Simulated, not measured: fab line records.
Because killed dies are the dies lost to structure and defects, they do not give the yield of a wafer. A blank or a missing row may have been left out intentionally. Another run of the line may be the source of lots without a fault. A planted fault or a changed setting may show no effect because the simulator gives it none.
Chamber matching || flow n5Finfet || pecvd-04 running N5_PASSIVATION_PECVD_35: 3 sister chambers
The step deposits SiNx from SiH4/NH3/N2, target thk 700 nm, time 151.3 s. 3 wafers are shown with their chamber, then 8 later ones without.

== WAFERS, EACH WITH ITS CHAMBER ==
{"wafer": "L224.2", "chamber": 2, "throttleValvePct (%)": 27.7}
{"wafer": "L224.6", "chamber": 0, "throttleValvePct (%)": 28.3}
{"wafer": "L226.1", "chamber": 1, "throttleValvePct (%)": 27.4}

== WAFERS WHOSE CHAMBER IS MISSING ==
{"wafer": "L226.3", "throttleValvePct (%)": 27.5}
{"wafer": "L226.5", "throttleValvePct (%)": 28.4}
{"wafer": "L229.2", "throttleValvePct (%)": 28.6}
{"wafer": "L229.5", "throttleValvePct (%)": 27.9}
{"wafer": "L229.6", "throttleValvePct (%)": 27.5}
{"wafer": "L234.1", "throttleValvePct (%)": 27.7}
{"wafer": "L234.2", "throttleValvePct (%)": 28.5}
{"wafer": "L234.3", "throttleValvePct (%)": 27.2}

== CHAMBER TAKEN BY EACH ==
{"wafer": "L226.3", "from the rows above": "can't be placed: 1 or 2", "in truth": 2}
{"wafer": "L226.5", "from the rows above": 0, "in truth": 0}
{"wafer": "L229.2", "from the rows above": 0, "in truth": 0}
{"wafer": "L229.5", "from the rows above": "can't be placed: 2 or 0 or 1", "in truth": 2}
{"wafer": "L229.6", "from the rows above": "can't be placed: 1 or 2", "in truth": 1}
{"wafer": "L234.1", "from the rows above": "can't be placed: 2 or 1", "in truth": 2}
{"wafer": "L234.2", "from the rows above": 0, "in truth": 0}
{"wafer": "L234.3", "from the rows above": "can't be placed: 1 or 2", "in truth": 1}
Placed correctly: 3 of 8. Not placeable from these rows: 5 (in 5, the candidates include the true chamber). Wrongly placed: 0.
How it was worked out, from the rows above alone: a wafer's distance from a chamber is the root of the sum, over the readings, of the square of ((its reading less the chamber's mean) divided by the reading's scatter). If the next closest chamber is less than 2 further off than the closest, the wafer can't be placed; otherwise it belongs to the closest. A chamber's mean is the mean of its shown wafers. The scatter: root of mean squared gap, hidden wafer to nearest shown wafer, with one shown wafer a chamber.
